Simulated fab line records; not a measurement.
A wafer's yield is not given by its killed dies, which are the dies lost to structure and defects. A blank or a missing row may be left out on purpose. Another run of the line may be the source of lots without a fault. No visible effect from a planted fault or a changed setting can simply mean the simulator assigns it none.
A lot that was struck, set against a sound lot / flow nandHarc / 14 out of 1159 route steps
Sound: these wafers, L588.1, L588.5, L588.6. The struck wafers were L594.1, L594.4, L594.6. At the end, the cause is stated.
At each step with rows: each side's tool, then ch and its chambers, then its first start. Under that, the readings that differ: sound wafers / struck wafers / difference of the means / sigmas: that difference in standard deviations of wafers without a fault.
alike: readings with means less than 2 such deviations apart, plus words and numbers identical on both sides. not compared: withheld readings, readings lacking a value on some wafer, bounds such as >300 that could conceal the same value, and numbers that have no deviation in the record and whose values overlap.
A row with sigmas, a row that says differs or no value, or rows on one side alone: a step with any of these is where the two part. Numbers that have no deviation but don't overlap get no sigmas and don't part them. Lack of a reading on every wafer of one side parts them only where that side has two or more wafers.

first, 8 steps without rows for these wafers: NHARC_A_STAIRCASE_HMDS_210 (time 30 s); NHARC_A_STAIRCASE_COAT_211; NHARC_A_STAIRCASE_SOFTBAKE_212 (time 170 s); NHARC_A_STAIRCASE_EBR_213; NHARC_A_STAIRCASE_EXPOSE_214 (exposes mask STAIR 3); NHARC_A_STAIRCASE_PEB_215 (peb time 130 s); NHARC_A_STAIRCASE_DEVELOP_216 (time 140 s); NHARC_A_STAIRCASE_HARDBAKE_218 (time 140 s).
NHARC_A_STAIRCASE_DESCUM_219: chemistry O2, time 3 s.
  sound on rieDiel-06 ch 0,1,2, day 11 12:56; struck on rieDiel-06 ch 0,1,3, day 12 21:47
  alike: chamberPressureMTorr, drypumpMotorCurrentA, mfcArSccm, oesProductAu, rfVppV, showerheadPlenumPTorr, throttleValvePct
  not compared: rfHoursCounterH
NHARC_A_STAIRCASE_TRIM_220: chemistry O2, time 211.2 s.
  sound on rieDiel-06 ch 0,1, day 11 13:01; struck on rieDiel-06 ch 0,1,3, day 12 21:51
  alike: chamberPressureMTorr, drypumpMotorCurrentA, mfcArSccm, oesProductAu, rfVppV, showerheadPlenumPTorr, throttleValvePct
  not compared: rfHoursCounterH
NHARC_A_STAIRCASE_ETCH_221: etches the open film in C4F8/O2, target depth 100 nm, time 40.5 s.
  sound on rieDiel-06 ch 1,2; struck on rieDiel-06 ch 2,3
reading=chamberPressureMTorr (mTorr); sound=25.001 25.026 25.004; struck=24.974 24.916 24.981; difference=-0.053; sigmas=-2
  alike: oesProductAu, rfVppV
  not compared: rfHoursCounterH
NHARC_A_STAIRCASE_TRIM_222: chemistry O2, time 211.2 s.
  sound on rieDiel-06 ch 1,2, day 11 13:16; struck on rieDiel-06 ch 0,1,2, day 12 22:06
  no value came back on the struck wafers for any of 8 readings (biasW (W), chamberPressureMTorr (mTorr) and others); on the sound wafers biasW (W) reads 0 0 0
  not compared: rfHoursCounterH
NHARC_A_STAIRCASE_ETCH_223: etches the open film in C4F8/O2, target depth 100 nm, time 40.5 s.
  sound on rieDiel-06 ch 0,1; struck on rieDiel-06 ch 1,2,3
  alike: chamberPressureMTorr, oesProductAu, rfVppV
  not compared: rfHoursCounterH
-- jump in the record: it breaks off in module A_STAIRCASE and resumes in module END (first step shown: number 1159 of the route), and 8 days separate the struck wafers' starts before and after --
NHARC_END_SORT_01:
  only the struck wafers appear in the record here, on prober-02 ch 0 at day 21 01:47; the sound ones have no rows

== WHERE THEY PART ==
At NHARC_A_STAIRCASE_ETCH_221 first; at NHARC_END_SORT_01 last (within this record only).

WHY: what the simulator had put in
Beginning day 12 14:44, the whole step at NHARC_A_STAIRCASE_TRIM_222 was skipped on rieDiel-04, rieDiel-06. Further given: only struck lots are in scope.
